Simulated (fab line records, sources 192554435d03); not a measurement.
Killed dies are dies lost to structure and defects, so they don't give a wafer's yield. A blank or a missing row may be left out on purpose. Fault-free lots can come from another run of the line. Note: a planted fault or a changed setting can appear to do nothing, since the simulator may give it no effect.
fab line records :: flow n5_finfet :: part 2 of 2: steps 19 to 27 of 27
record
  lots=5
  wafers=15
  last_day=17
route steps=1938 shown BEOL_M5@1153
lots untouched by any fault: they come from a run of this same line in which no faults occurred
start_h: hours from the record's opening day to when the first of the lot's shown wafers began :: wait_h: how many hours have passed since the lot's step before this one :: " unchanged from the row above :: L1.1+2: a row that stands for several wafers :: - either no value or no given start :: * or withheld: withheld :: < > ~ a bound
route shown NAME@n: NAME is a module with steps in the file, n the number in the route of the first one :: usual: mean/standard deviation of fault-free wafers :: same: alike in all rows :: chamber/n: place in a boat :: sites: each site's reading :: _std_site: standard deviation across them :: _edge_site: outer sites' mean less inner sites' :: radius_mm: how far each site lies from the wafer's centre :: mask NAME#n: copy n :: behind: tool/chamber where the wafer was last shaped :: hold: why the lot went on hold/how many hours it stayed there/how the hold came to an end :: device: which transistor (n, p or np) failed to switch :: end of line: the same wafers' tests at the end of the route :: where a step has no rows: the recipe by itself :: killed: dies lost to structure and defects at the first sort, not the wafer's yield :: map: dies across one wafer; x = killed, . = not, _ = none there
set.NAME: the run value of the setting; set.NAME@STEP: its run value at that earlier step :: model.NAME: the simulator's own value behind a step, which no gauge read
lots seen at some steps along the route; tables by step, rows by wafer
services: the hour from which a tool's chamber was out of use, counted from the record's first day as start_h (under 0 if before that day), plus the number of hours and why
## steps
# step N5_BEOL_M5_PRE_CLEAN_45
# recipe
  gas=H2/He
  time_s=30
  temp_c=250
# usual
  heater_power_w=318/28
# same
  time_s=30
lot.wafer: L081.2
tool: pvd_sputter-03
chamber: -
start_h: 217.97
wait_h: 0.0
heater_power_w: 338

lot.wafer: L081.4
tool: pvd_sputter-03
chamber: -
start_h: 217.97
wait_h: 0.0
heater_power_w: 331

lot.wafer: L081.5
tool: pvd_sputter-03
chamber: -
start_h: 217.97
wait_h: 0.0
heater_power_w: 310

lot.wafer: L083.1
tool: pvd_sputter-01
chamber: -
start_h: 228.02
wait_h: 0.0
heater_power_w: 332

lot.wafer: L083.2
tool: pvd_sputter-01
chamber: -
start_h: 228.02
wait_h: 0.0
heater_power_w: 338

lot.wafer: L083.6
tool: pvd_sputter-01
chamber: -
start_h: 228.02
wait_h: 0.0
heater_power_w: 330

lot.wafer: L087.1
tool: pvd_sputter-02
chamber: -
start_h: 256.96
wait_h: 0.0
heater_power_w: 401

lot.wafer: L087.3
tool: pvd_sputter-02
chamber: -
start_h: 256.96
wait_h: 0.0
heater_power_w: 317

lot.wafer: L087.5
tool: pvd_sputter-02
chamber: -
start_h: 256.96
wait_h: 0.0
heater_power_w: 260

lot.wafer: L089.1
tool: pvd_sputter-03
chamber: -
start_h: 262.91
wait_h: 0.0
heater_power_w: 323

lot.wafer: L089.3
tool: pvd_sputter-03
chamber: -
start_h: 262.91
wait_h: 0.0
heater_power_w: 335

lot.wafer: L089.5
tool: pvd_sputter-03
chamber: -
start_h: 262.91
wait_h: 0.0
heater_power_w: 319

lot.wafer: L093.2
tool: pvd_sputter-03
chamber: -
start_h: 295.03
wait_h: 0.0
heater_power_w: 304

lot.wafer: L093.5
tool: pvd_sputter-03
chamber: -
start_h: 295.03
wait_h: 0.0
heater_power_w: 330

lot.wafer: L093.6
tool: pvd_sputter-03
chamber: -
start_h: 295.03
wait_h: 0.0
heater_power_w: 312
# step N5_BEOL_M5_ALD_86
# recipe
  material=TaN
  target_thk_a=*
  temp_c=275
  ald_precursor_family=PDMAT
  ald_co_reactant=NH3
  pressure_torr=3
  carrier_flow_sccm=1500
  pulse_time_s=2
  purge_time_s=3
  co_reactant_purge_time_s=2
  co_reactant_pulse_time_s=3
  ald_cycles=30
  precursor_vessel_temp_c=75
  precursor_vessel_pressure_torr=26.25
  precursor_vessel_carrier_sccm=1000
# usual
  heater_power_outer_w=216/21
  heater_power_w=394/40
# same
  co_reactant_purge_time_s=2
lot.wafer: L081.2
tool: ald_metal-02
chamber: 1
start_h: 218.07
wait_h: 0.1
heater_power_outer_w: 239
heater_power_w: 456
since_wet_clean_h: 6035

lot.wafer: L081.4
tool: ald_metal-02
chamber: 0
start_h: 218.07
wait_h: 0.1
heater_power_outer_w: 184
heater_power_w: 355
since_wet_clean_h: 6035

lot.wafer: L081.5
tool: ald_metal-02
chamber: 2
start_h: 218.07
wait_h: 0.1
heater_power_outer_w: 201
heater_power_w: 369
since_wet_clean_h: -

lot.wafer: L083.1
tool: ald_metal-02
chamber: 2
start_h: 228.08
wait_h: 0.0
heater_power_outer_w: 201
heater_power_w: 375
since_wet_clean_h: 6045

lot.wafer: L083.2
tool: ald_metal-02
chamber: 1
start_h: 228.08
wait_h: 0.0
heater_power_outer_w: 235
heater_power_w: 461
since_wet_clean_h: 6045

lot.wafer: L083.6
tool: ald_metal-02
chamber: 2
start_h: 228.08
wait_h: 0.0
heater_power_outer_w: 200
heater_power_w: 376
since_wet_clean_h: -

lot.wafer: L087.1
tool: ald_metal-01
chamber: 2
start_h: 257.12
wait_h: 0.1
heater_power_outer_w: 197
heater_power_w: 346
since_wet_clean_h: 4535

lot.wafer: L087.3
tool: ald_metal-01
chamber: 0
start_h: 257.12
wait_h: 0.1
heater_power_outer_w: 236
heater_power_w: 433
since_wet_clean_h: 4535

lot.wafer: L087.5
tool: ald_metal-01
chamber: 2
start_h: 257.12
wait_h: 0.1
heater_power_outer_w: 194
heater_power_w: 348
since_wet_clean_h: -

lot.wafer: L089.1
tool: ald_metal-01
chamber: 3
start_h: 263.14
wait_h: 0.2
heater_power_outer_w: 219
heater_power_w: 381
since_wet_clean_h: 4541

lot.wafer: L089.3
tool: ald_metal-01
chamber: 0
start_h: 263.14
wait_h: 0.2
heater_power_outer_w: 239
heater_power_w: 424
since_wet_clean_h: 4541

lot.wafer: L089.5
tool: ald_metal-01
chamber: 1
start_h: 263.14
wait_h: 0.2
heater_power_outer_w: 185
heater_power_w: 343
since_wet_clean_h: -

lot.wafer: L093.2
tool: ald_metal-01
chamber: 1
start_h: 295.10
wait_h: 0.1
heater_power_outer_w: 187
heater_power_w: 350
since_wet_clean_h: 4573

lot.wafer: L093.5
tool: ald_metal-01
chamber: 1
start_h: 295.10
wait_h: 0.1
heater_power_outer_w: 185
heater_power_w: 343
since_wet_clean_h: -

lot.wafer: L093.6
tool: ald_metal-01
chamber: 2
start_h: 295.10
wait_h: 0.1
heater_power_outer_w: 200
heater_power_w: 348
since_wet_clean_h: -
# step N5_BEOL_M5_SURFACE_TREAT_87
# recipe
  gas=Ar
  time_s=*
  ion_energy_ev=*
  ion_current_ma_cm2=0.5
  pressure_mtorr=*
  ar_flow_sccm=30
# usual
  ar_flow_sccm=29.99/0.098
  throttle_valve_pct=*
# same
  time_s=*
lot.wafer: L081.2
tool: pvd_sputter-01
chamber: -
start_h: 218.52
wait_h: 0.4
ar_flow_sccm: 29.86
throttle_valve_pct: *

lot.wafer: L081.4
tool: pvd_sputter-01
chamber: -
start_h: 218.52
wait_h: 0.4
ar_flow_sccm: 30.11
throttle_valve_pct: *

lot.wafer: L081.5
tool: pvd_sputter-01
chamber: -
start_h: 218.52
wait_h: 0.4
ar_flow_sccm: 29.96
throttle_valve_pct: *

lot.wafer: L083.1
tool: pvd_sputter-01
chamber: -
start_h: 228.32
wait_h: 0.1
ar_flow_sccm: 29.97
throttle_valve_pct: *

lot.wafer: L083.2
tool: pvd_sputter-01
chamber: -
start_h: 228.32
wait_h: 0.1
ar_flow_sccm: 30.16
throttle_valve_pct: *

lot.wafer: L083.6
tool: pvd_sputter-01
chamber: -
start_h: 228.32
wait_h: 0.1
ar_flow_sccm: 30.00
throttle_valve_pct: *

lot.wafer: L087.1
tool: pvd_sputter-01
chamber: -
start_h: 257.39
wait_h: 0.2
ar_flow_sccm: 29.99
throttle_valve_pct: *

lot.wafer: L087.3
tool: pvd_sputter-01
chamber: -
start_h: 257.39
wait_h: 0.2
ar_flow_sccm: 29.86
throttle_valve_pct: *

lot.wafer: L087.5
tool: pvd_sputter-01
chamber: -
start_h: 257.39
wait_h: 0.2
ar_flow_sccm: 30.02
throttle_valve_pct: *

lot.wafer: L089.1
tool: pvd_sputter-03
chamber: -
start_h: 263.39
wait_h: 0.1
ar_flow_sccm: 29.94
throttle_valve_pct: *

lot.wafer: L089.3
tool: pvd_sputter-03
chamber: -
start_h: 263.39
wait_h: 0.1
ar_flow_sccm: 29.95
throttle_valve_pct: *

lot.wafer: L089.5
tool: pvd_sputter-03
chamber: -
start_h: 263.39
wait_h: 0.1
ar_flow_sccm: 30.08
throttle_valve_pct: *

lot.wafer: L093.2
tool: pvd_sputter-02
chamber: -
start_h: 295.41
wait_h: 0.2
ar_flow_sccm: 29.96
throttle_valve_pct: *

lot.wafer: L093.5
tool: pvd_sputter-02
chamber: -
start_h: 295.41
wait_h: 0.2
ar_flow_sccm: 30.04
throttle_valve_pct: *

lot.wafer: L093.6
tool: pvd_sputter-02
chamber: -
start_h: 295.41
wait_h: 0.2
ar_flow_sccm: 29.79
throttle_valve_pct: *
# step N5_BEOL_M5_CVD_47
# recipe
  material=Co
  target_thk_a=30
  temp_c=withheld
  precursor=CCTBA/H2
  pressure_torr=30
  time_s=216
# same
  time_s=216
lot.wafer: L081.2
tool: cvd_co-01
chamber: 2
start_h: 219.37
wait_h: 0.8
since_wet_clean_h: 520

lot.wafer: L081.4
tool: cvd_co-01
chamber: 2
start_h: 219.37
wait_h: 0.8
since_wet_clean_h: -

lot.wafer: L081.5
tool: cvd_co-01
chamber: 0
start_h: 219.37
wait_h: 0.8
since_wet_clean_h: -

lot.wafer: L083.1
tool: cvd_co-01
chamber: 1
start_h: 228.38
wait_h: 0.0
since_wet_clean_h: 92

lot.wafer: L083.2
tool: cvd_co-01
chamber: 2
start_h: 228.38
wait_h: 0.0
since_wet_clean_h: 529

lot.wafer: L083.6
tool: cvd_co-01
chamber: 0
start_h: 228.38
wait_h: 0.0
since_wet_clean_h: -

lot.wafer: L087.1
tool: cvd_co-02
chamber: 0
start_h: 257.47
wait_h: 0.1
since_wet_clean_h: 799

lot.wafer: L087.3
tool: cvd_co-02
chamber: 1
start_h: 257.47
wait_h: 0.1
since_wet_clean_h: 1236

lot.wafer: L087.5
tool: cvd_co-02
chamber: 0
start_h: 257.47
wait_h: 0.1
since_wet_clean_h: -

lot.wafer: L089.1
tool: cvd_co-02
chamber: 0
start_h: 263.68
wait_h: 0.3
since_wet_clean_h: 805

lot.wafer: L089.3
tool: cvd_co-02
chamber: 2
start_h: 263.68
wait_h: 0.3
since_wet_clean_h: 346

lot.wafer: L089.5
tool: cvd_co-02
chamber: 1
start_h: 263.68
wait_h: 0.3
since_wet_clean_h: -

lot.wafer: L093.2
tool: cvd_co-02
chamber: 1
start_h: 295.47
wait_h: 0.0
since_wet_clean_h: 1274

lot.wafer: L093.5
tool: cvd_co-02
chamber: 1
start_h: 295.47
wait_h: 0.0
since_wet_clean_h: -

lot.wafer: L093.6
tool: cvd_co-02
chamber: 2
start_h: 295.47
wait_h: 0.0
since_wet_clean_h: -
# step N5_BEOL_M5_SPUTTER_48
# recipe
  material=Cu
  target_thk_a=150
  temp_c=-20
  chamber_pressure_pa=0.07
  power_w=withheld
  time_s=27.62
# usual
  throttle_valve_pct=30.0/1.3
# same
  time_s=27.62
lot.wafer: L081.2
tool: pvd_sputter-03
chamber: -
start_h: 219.54
wait_h: 0.1
throttle_valve_pct: 31.7

lot.wafer: L081.4
tool: pvd_sputter-03
chamber: -
start_h: 219.54
wait_h: 0.1
throttle_valve_pct: 28.7

lot.wafer: L081.5
tool: pvd_sputter-03
chamber: -
start_h: 219.54
wait_h: 0.1
throttle_valve_pct: 28.0

lot.wafer: L083.1
tool: pvd_sputter-02
chamber: -
start_h: 228.60
wait_h: 0.2
throttle_valve_pct: 28.4

lot.wafer: L083.2
tool: pvd_sputter-02
chamber: -
start_h: 228.60
wait_h: 0.2
throttle_valve_pct: 32.6

lot.wafer: L083.6
tool: pvd_sputter-02
chamber: -
start_h: 228.60
wait_h: 0.2
throttle_valve_pct: 29.2

lot.wafer: L087.1
tool: pvd_sputter-01
chamber: -
start_h: 257.63
wait_h: 0.1
throttle_valve_pct: 29.8

lot.wafer: L087.3
tool: pvd_sputter-01
chamber: -
start_h: 257.63
wait_h: 0.1
throttle_valve_pct: 30.4

lot.wafer: L087.5
tool: pvd_sputter-01
chamber: -
start_h: 257.63
wait_h: 0.1
throttle_valve_pct: 29.9

lot.wafer: L089.1
tool: pvd_sputter-01
chamber: -
start_h: 264.80
wait_h: 1.1
throttle_valve_pct: 30.0

lot.wafer: L089.3
tool: pvd_sputter-01
chamber: -
start_h: 264.80
wait_h: 1.1
throttle_valve_pct: 30.7

lot.wafer: L089.5
tool: pvd_sputter-01
chamber: -
start_h: 264.80
wait_h: 1.1
throttle_valve_pct: 29.8

lot.wafer: L093.2
tool: pvd_sputter-02
chamber: -
start_h: 295.72
wait_h: 0.2
throttle_valve_pct: 29.0

lot.wafer: L093.5
tool: pvd_sputter-02
chamber: -
start_h: 295.72
wait_h: 0.2
throttle_valve_pct: 30.9

lot.wafer: L093.6
tool: pvd_sputter-02
chamber: -
start_h: 295.72
wait_h: 0.2
throttle_valve_pct: 29.2
# step N5_BEOL_M5_ANNEAL_49
# recipe
  temp_c=400
  time_s=1800
  ambient=vacuum
# usual
  heater_power_w=790/70
  susceptor_temp_C_max=401.0/0.35
# same
  time_s=1800
lot.wafer: L081.2
tool: pvd_sputter-03
chamber: -
start_h: 219.62
wait_h: 0.0
heater_power_w: 765
susceptor_temp_C_max: 400.6

lot.wafer: L081.4
tool: pvd_sputter-03
chamber: -
start_h: 219.62
wait_h: 0.0
heater_power_w: 807
susceptor_temp_C_max: 400.9

lot.wafer: L081.5
tool: pvd_sputter-03
chamber: -
start_h: 219.62
wait_h: 0.0
heater_power_w: 756
susceptor_temp_C_max: 400.8

lot.wafer: L083.1
tool: pvd_sputter-02
chamber: -
start_h: 228.68
wait_h: 0.0
heater_power_w: 792
susceptor_temp_C_max: 402.5

lot.wafer: L083.2
tool: pvd_sputter-02
chamber: -
start_h: 228.68
wait_h: 0.0
heater_power_w: 650
susceptor_temp_C_max: 400.6

lot.wafer: L083.6
tool: pvd_sputter-02
chamber: -
start_h: 228.68
wait_h: 0.0
heater_power_w: 1013
susceptor_temp_C_max: 401.0

lot.wafer: L087.1
tool: pvd_sputter-01
chamber: -
start_h: 257.71
wait_h: 0.0
heater_power_w: 823
susceptor_temp_C_max: 401.7

lot.wafer: L087.3
tool: pvd_sputter-01
chamber: -
start_h: 257.71
wait_h: 0.0
heater_power_w: 759
susceptor_temp_C_max: 401.1

lot.wafer: L087.5
tool: pvd_sputter-01
chamber: -
start_h: 257.71
wait_h: 0.0
heater_power_w: 794
susceptor_temp_C_max: 401.4

lot.wafer: L089.1
tool: pvd_sputter-01
chamber: -
start_h: 264.88
wait_h: 0.0
heater_power_w: 803
susceptor_temp_C_max: 401.1

lot.wafer: L089.3
tool: pvd_sputter-01
chamber: -
start_h: 264.88
wait_h: 0.0
heater_power_w: 768
susceptor_temp_C_max: 401.1

lot.wafer: L089.5
tool: pvd_sputter-01
chamber: -
start_h: 264.88
wait_h: 0.0
heater_power_w: 801
susceptor_temp_C_max: 401.4

lot.wafer: L093.2
tool: pvd_sputter-02
chamber: -
start_h: 295.80
wait_h: 0.0
heater_power_w: 1000
susceptor_temp_C_max: 400.8

lot.wafer: L093.5
tool: pvd_sputter-02
chamber: -
start_h: 295.80
wait_h: 0.0
heater_power_w: 795
susceptor_temp_C_max: 401.3

lot.wafer: L093.6
tool: pvd_sputter-02
chamber: -
start_h: 295.80
wait_h: 0.0
heater_power_w: 989
susceptor_temp_C_max: 401.1
# step N5_BEOL_M5_SPUTTER_81
# recipe
  material=Cu
  target_thk_a=150
  temp_c=-20
  chamber_pressure_pa=0.07
  power_w=withheld
  time_s=27.62
# usual
  throttle_valve_pct=29.9/1.3
# same
  time_s=27.62
lot.wafer: L081.2
tool: pvd_sputter-03
chamber: -
start_h: 220.63
wait_h: 0.5
throttle_valve_pct: 31.5

lot.wafer: L081.4
tool: pvd_sputter-03
chamber: -
start_h: 220.63
wait_h: 0.5
throttle_valve_pct: 28.7

lot.wafer: L081.5
tool: pvd_sputter-03
chamber: -
start_h: 220.63
wait_h: 0.5
throttle_valve_pct: 27.7

lot.wafer: L083.1
tool: pvd_sputter-02
chamber: -
start_h: 229.69
wait_h: 0.5
throttle_valve_pct: 28.3

lot.wafer: L083.2
tool: pvd_sputter-02
chamber: -
start_h: 229.69
wait_h: 0.5
throttle_valve_pct: 32.8

lot.wafer: L083.6
tool: pvd_sputter-02
chamber: -
start_h: 229.69
wait_h: 0.5
throttle_valve_pct: 29.2

lot.wafer: L087.1
tool: pvd_sputter-01
chamber: -
start_h: 258.72
wait_h: 0.5
throttle_valve_pct: 29.9

lot.wafer: L087.3
tool: pvd_sputter-01
chamber: -
start_h: 258.72
wait_h: 0.5
throttle_valve_pct: 30.2

lot.wafer: L087.5
tool: pvd_sputter-01
chamber: -
start_h: 258.72
wait_h: 0.5
throttle_valve_pct: 30.0

lot.wafer: L089.1
tool: pvd_sputter-01
chamber: -
start_h: 265.89
wait_h: 0.5
throttle_valve_pct: 29.8

lot.wafer: L089.3
tool: pvd_sputter-01
chamber: -
start_h: 265.89
wait_h: 0.5
throttle_valve_pct: 30.3

lot.wafer: L089.5
tool: pvd_sputter-01
chamber: -
start_h: 265.89
wait_h: 0.5
throttle_valve_pct: 29.8

lot.wafer: L093.2
tool: pvd_sputter-02
chamber: -
start_h: 296.80
wait_h: 0.5
throttle_valve_pct: 29.0

lot.wafer: L093.5
tool: pvd_sputter-02
chamber: -
start_h: 296.80
wait_h: 0.5
throttle_valve_pct: 31.0

lot.wafer: L093.6
tool: pvd_sputter-02
chamber: -
start_h: 296.80
wait_h: 0.5
throttle_valve_pct: 29.3
# step N5_BEOL_M5_ANNEAL_82
# recipe
  temp_c=400
  time_s=1800
  ambient=vacuum
# usual
  heater_power_w=790/67
  susceptor_temp_C_max=401.1/0.37
# same
  time_s=1800
lot.wafer: L081.2
tool: pvd_sputter-03
chamber: -
start_h: 220.71
wait_h: 0.0
heater_power_w: 750
susceptor_temp_C_max: 400.6

lot.wafer: L081.4
tool: pvd_sputter-03
chamber: -
start_h: 220.71
wait_h: 0.0
heater_power_w: 796
susceptor_temp_C_max: 400.9

lot.wafer: L081.5
tool: pvd_sputter-03
chamber: -
start_h: 220.71
wait_h: 0.0
heater_power_w: 759
susceptor_temp_C_max: 401.0

lot.wafer: L083.1
tool: pvd_sputter-02
chamber: -
start_h: 229.77
wait_h: 0.0
heater_power_w: 808
susceptor_temp_C_max: 401.9

lot.wafer: L083.2
tool: pvd_sputter-02
chamber: -
start_h: 229.77
wait_h: 0.0
heater_power_w: 643
susceptor_temp_C_max: 400.9

lot.wafer: L083.6
tool: pvd_sputter-02
chamber: -
start_h: 229.77
wait_h: 0.0
heater_power_w: 1004
susceptor_temp_C_max: 401.3

lot.wafer: L087.1
tool: pvd_sputter-01
chamber: -
start_h: 258.80
wait_h: 0.0
heater_power_w: 836
susceptor_temp_C_max: 401.1

lot.wafer: L087.3
tool: pvd_sputter-01
chamber: -
start_h: 258.80
wait_h: 0.0
heater_power_w: 756
susceptor_temp_C_max: 400.7

lot.wafer: L087.5
tool: pvd_sputter-01
chamber: -
start_h: 258.80
wait_h: 0.0
heater_power_w: 843
susceptor_temp_C_max: 401.5

lot.wafer: L089.1
tool: pvd_sputter-01
chamber: -
start_h: 265.97
wait_h: 0.0
heater_power_w: 814
susceptor_temp_C_max: 401.8

lot.wafer: L089.3
tool: pvd_sputter-01
chamber: -
start_h: 265.97
wait_h: 0.0
heater_power_w: 764
susceptor_temp_C_max: 401.5

lot.wafer: L089.5
tool: pvd_sputter-01
chamber: -
start_h: 265.97
wait_h: 0.0
heater_power_w: 788
susceptor_temp_C_max: 401.0

lot.wafer: L093.2
tool: pvd_sputter-02
chamber: -
start_h: 296.88
wait_h: 0.0
heater_power_w: 987
susceptor_temp_C_max: 401.0

lot.wafer: L093.5
tool: pvd_sputter-02
chamber: -
start_h: 296.88
wait_h: 0.0
heater_power_w: 798
susceptor_temp_C_max: 400.7

lot.wafer: L093.6
tool: pvd_sputter-02
chamber: -
start_h: 296.88
wait_h: 0.0
heater_power_w: 978
susceptor_temp_C_max: 401.3
# step N5_BEOL_M5_SPUTTER_83
# recipe
  material=Cu
  target_thk_a=150
  temp_c=-20
  chamber_pressure_pa=0.07
  power_w=withheld
  time_s=27.62
# usual
  throttle_valve_pct=30.0/1.3
# same
  time_s=27.62
lot.wafer: L081.2
tool: pvd_sputter-03
chamber: -
start_h: 221.71
wait_h: 0.5
throttle_valve_pct: 31.5

lot.wafer: L081.4
tool: pvd_sputter-03
chamber: -
start_h: 221.71
wait_h: 0.5
throttle_valve_pct: 28.7

lot.wafer: L081.5
tool: pvd_sputter-03
chamber: -
start_h: 221.71
wait_h: 0.5
throttle_valve_pct: 28.0

lot.wafer: L083.1
tool: pvd_sputter-02
chamber: -
start_h: 230.78
wait_h: 0.5
throttle_valve_pct: 28.5

lot.wafer: L083.2
tool: pvd_sputter-02
chamber: -
start_h: 230.78
wait_h: 0.5
throttle_valve_pct: 32.5

lot.wafer: L083.6
tool: pvd_sputter-02
chamber: -
start_h: 230.78
wait_h: 0.5
throttle_valve_pct: 29.4

lot.wafer: L087.1
tool: pvd_sputter-01
chamber: -
start_h: 259.81
wait_h: 0.5
throttle_valve_pct: 30.2

lot.wafer: L087.3
tool: pvd_sputter-01
chamber: -
start_h: 259.81
wait_h: 0.5
throttle_valve_pct: 30.4

lot.wafer: L087.5
tool: pvd_sputter-01
chamber: -
start_h: 259.81
wait_h: 0.5
throttle_valve_pct: 30.0

lot.wafer: L089.1
tool: pvd_sputter-01
chamber: -
start_h: 266.97
wait_h: 0.5
throttle_valve_pct: 29.7

lot.wafer: L089.3
tool: pvd_sputter-01
chamber: -
start_h: 266.97
wait_h: 0.5
throttle_valve_pct: 30.7

lot.wafer: L089.5
tool: pvd_sputter-01
chamber: -
start_h: 266.97
wait_h: 0.5
throttle_valve_pct: 29.8

lot.wafer: L093.2
tool: pvd_sputter-02
chamber: -
start_h: 297.89
wait_h: 0.5
throttle_valve_pct: 29.3

lot.wafer: L093.5
tool: pvd_sputter-02
chamber: -
start_h: 297.89
wait_h: 0.5
throttle_valve_pct: 31.2

lot.wafer: L093.6
tool: pvd_sputter-02
chamber: -
start_h: 297.89
wait_h: 0.5
throttle_valve_pct: 29.0
## services
tool: ald_metal-01
chamber: -
start_h: 197.32
hours: 8.7
kind: pm

tool: wet_bench-05
chamber: -
start_h: 207.22
hours: 14.3
kind: repair

tool: cvd_co-02
chamber: -
start_h: 215.16
hours: 6.9
kind: pm

tool: cvd_co-01
chamber: 0
start_h: 215.84
hours: 2.9
kind: repair

tool: cvd_co-02
chamber: -
start_h: 228.18
hours: 3.4
kind: repair

tool: rie_diel-03
chamber: 0
start_h: 236.50
hours: 2.5
kind: repair

tool: ald_metal-02
chamber: 0
start_h: 245.17
hours: 3.3
kind: repair

tool: rie_diel-04
chamber: 1
start_h: 264.02
hours: 3.2
kind: repair

tool: rie_diel-02
chamber: 1
start_h: 266.25
hours: 1.6
kind: repair

tool: ald_metal-02
chamber: 2
start_h: 274.89
hours: 21.6
kind: repair

tool: uv_cure-03
chamber: -
start_h: 278.67
hours: 7.5
kind: pm

tool: wet_bench-03
chamber: -
start_h: 281.11
hours: 0.9
kind: repair

tool: ald_metal-02
chamber: 1
start_h: 285.24
hours: 3.4
kind: repair

tool: uv_cure-01
chamber: -
start_h: 293.82
hours: 5.0
kind: pm

tool: pvd_sputter-01
chamber: -
start_h: 297.03
hours: 20.4
kind: repair
